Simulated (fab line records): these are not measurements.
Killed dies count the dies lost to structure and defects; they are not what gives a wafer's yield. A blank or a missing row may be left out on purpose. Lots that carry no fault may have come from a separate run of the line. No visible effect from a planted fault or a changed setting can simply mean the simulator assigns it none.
Chamber matching -- flow n5Finfet -- rieDiel-01 running N5_FIN_CUT_STRIP_24: 4 sister chambers
The step strips in CF4. 8 wafers are shown with their chamber, then 8 later ones without.

WAFERS PAIRED WITH THEIR CHAMBERS
wafer,chamber,drypumpMotorCurrentA (A),showerheadPlenumPTorr (Torr)
L082.1,0,6.4,1.82
L082.5,3,5.4,1.78
L086.4,2,5.7,1.83
L086.6,0,6.5,1.82
L090.3,1,5.8,1.91
L090.4,2,5.7,1.83
L090.6,1,5.8,1.91
L095.2,3,5.4,1.77

WAFERS WITH NO CHAMBER GIVEN
wafer,drypumpMotorCurrentA (A),showerheadPlenumPTorr (Torr)
L095.3,6.4,1.82
L095.4,5.7,1.82
L096.1,6.4,1.82
L096.3,5.7,1.82
L096.5,5.7,1.82
L097.1,5.7,1.82
L097.2,6.5,1.81
L097.3,5.8,1.91

THE CHAMBER EACH PASSED THROUGH
wafer,from the rows above,in truth
L095.3,0,0
L095.4,2,2
L096.1,0,0
L096.3,2,2
L096.5,2,2
L097.1,2,2
L097.2,0,0
L097.3,1,1
Correct placement for 8 of the 8. Not placeable from these rows: 0. Number placed wrongly: 0.
How it was worked out, from the rows above alone: a wafer's distance from a chamber is the root of the sum, over the readings, of the square of ((its reading less the chamber's mean) divided by the reading's scatter). If the next closest chamber is less than 2 further off than the closest, the wafer can't be placed; otherwise it belongs to the closest. The mean given for a chamber averages the wafers shown for that chamber. The scatter: take each reading less its chamber's mean, square it, sum over the shown wafers, divide by the number of wafers less the number of chambers, and take the root.
